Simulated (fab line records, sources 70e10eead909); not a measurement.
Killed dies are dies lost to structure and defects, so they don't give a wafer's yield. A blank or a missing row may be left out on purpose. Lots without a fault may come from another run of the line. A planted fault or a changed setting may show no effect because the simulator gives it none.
Chamber matching | flow nand_harc | NHARC_A_STAIRCASE_DESCUM_219 on rie_diel-07: 4 sister chambers
The step chemistry O2, time 3 s. 20 wafers are shown with their chamber, then 10 later ones without.

WAFERS WITH THEIR CHAMBER
wafer  | chamber | showerhead_plenum_p_Torr (Torr) | oes_product_au (a.u.) | throttle_valve_pct (%)
L074.3 | 2       | 1.91                            | 0.996                 | 11.319
L074.4 | 3       | 1.96                            | 1.002                 | 11.320
L074.6 | 3       | 1.96                            | 1.008                 | 11.312
L078.2 | 2       | 1.90                            | 0.994                 | 11.314
L078.4 | 1       | 1.88                            | 1.012                 | 11.311
L078.6 | 3       | 1.95                            | 1.006                 | 11.303
L079.1 | 1       | 1.88                            | 0.999                 | 11.312
L079.3 | 2       | 1.90                            | 0.999                 | 11.334
L079.5 | 2       | 1.90                            | 0.983                 | 11.311
L082.1 | 3       | 1.95                            | 1.007                 | 11.299
L082.4 | 0       | 1.99                            | 1.002                 | 11.327
L082.6 | 1       | 1.87                            | 0.994                 | 11.322
L084.1 | 2       | 1.90                            | 0.997                 | 11.307
L084.5 | 2       | 1.90                            | 1.000                 | 11.302
L084.6 | 3       | 1.95                            | 1.005                 | 11.317
L087.2 | 0       | 1.98                            | 1.000                 | 11.300
L087.4 | 3       | 1.94                            | 1.000                 | 11.306
L087.6 | 0       | 1.98                            | 1.012                 | 11.311
L090.1 | 1       | 1.87                            | 0.991                 | 11.322
L090.2 | 0       | 1.98                            | 1.005                 | 11.304

SIGNATURES (means of the wafers above)
reading                  | chamber 0 | chamber 1 | chamber 2 | chamber 3 | scatter within a chamber
showerhead_plenum_p_Torr | 1.9825    | 1.8750    | 1.9017    | 1.9517    | 0.00582
oes_product_au           | 1.00475   | 0.99900   | 0.99483   | 1.00467   | 0.00602
throttle_valve_pct       | 11.31050  | 11.31675  | 11.31450  | 11.30950  | 0.00968
Rule: a wafer's distance from a chamber is the root of the sum, over the readings, of the square of ((its reading less the chamber's mean) divided by the reading's scatter). The wafer belongs to the nearest chamber; if the next one is less than 2 further off, it can't be placed. The scatter: the root of (the sum of the squares of (reading less its chamber's mean) over the shown wafers, divided by (wafers less chambers)).

WAFERS WITHOUT THEIR CHAMBER
wafer  | showerhead_plenum_p_Torr (Torr) | oes_product_au (a.u.) | throttle_valve_pct (%)
L090.6 | 1.94                            | 1.011                 | 11.301
L092.4 | 1.86                            | 0.990                 | 11.310
L092.5 | 1.94                            | 1.009                 | 11.301
L092.6 | 1.98                            | 0.989                 | 11.304
L096.2 | 1.88                            | 0.993                 | 11.307
L096.5 | 1.88                            | 0.998                 | 11.330
L096.6 | 1.86                            | 0.987                 | 11.313
L097.1 | 1.88                            | 1.003                 | 11.306
L097.2 | 1.97                            | 1.004                 | 11.306
L097.5 | 1.93                            | 0.992                 | 11.319

WHICH CHAMBER EACH WENT THROUGH
wafer  | from the rows above     | in truth
L090.6 | 3                       | 3
L092.4 | 1                       | 1
L092.5 | 3                       | 3
L092.6 | 0                       | 0
L096.2 | 1                       | 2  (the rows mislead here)
L096.5 | 1                       | 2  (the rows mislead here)
L096.6 | 1                       | 1
L097.1 | 1                       | 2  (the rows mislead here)
L097.2 | can't be placed: 0 or 3 | 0
L097.5 | can't be placed: 3 or 2 | 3
Placed correctly: 5 of 10. Can't be placed from these rows: 2 (the true chamber is among the candidates in 2). Placed wrongly: 3.
